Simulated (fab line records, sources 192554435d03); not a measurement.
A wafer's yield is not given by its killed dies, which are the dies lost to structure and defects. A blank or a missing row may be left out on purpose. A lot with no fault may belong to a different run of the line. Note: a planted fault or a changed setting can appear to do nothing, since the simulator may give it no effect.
Matching of chambers	flow n5Finfet	rieDiel-04 running N5_BEOL_M7_ETCH_65: 4 sister chambers
The step etches SiARC in CF4, target depth 15.6 nm, time 26 s. 4 wafers are shown with their chamber, then 11 later ones without.

WAFERS PAIRED WITH THEIR CHAMBERS
wafer	chamber	drypumpMotorCurrentA (A)
L087.3	0	5.6
L086.4	3	5.9
L086.5	2	6.2
L090.3	1	6.3

WAFERS WITH NO CHAMBER GIVEN
wafer	drypumpMotorCurrentA (A)
L090.4	5.7
L090.5	5.7
L091.1	6.3
L091.2	5.6
L091.3	5.9
L097.2	5.9
L097.4	6.3
L097.5	5.7
L095.2	6.2
L095.3	5.9
L095.4	5.7

WHICH CHAMBER EACH WENT THROUGH
wafer	from the rows above	in truth
L090.4	can't be placed: 0 or 3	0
L090.5	can't be placed: 0 or 3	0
L091.1	can't be placed: 1 or 2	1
L091.2	0	0
L091.3	3	3
L097.2	3	3
L097.4	can't be placed: 1 or 2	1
L097.5	can't be placed: 0 or 3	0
L095.2	can't be placed: 2 or 1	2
L095.3	3	3
L095.4	can't be placed: 0 or 3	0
Correctly placed: 4 of 11. Can't be placed from these rows: 7 (the true chamber is among the candidates in 7). Placed wrongly: 0.
How it was worked out, from the rows above alone: a wafer's distance from a chamber is the root of the sum, over the readings, of the square of ((its reading less the chamber's mean) divided by the reading's scatter). If the next closest chamber is less than 2 further off than the closest, the wafer can't be placed; otherwise it belongs to the closest. A chamber's mean is the mean of its shown wafers. The scatter: with one shown wafer a chamber, the root of the mean of the squares of how far each hidden wafer lies from its nearest shown one.
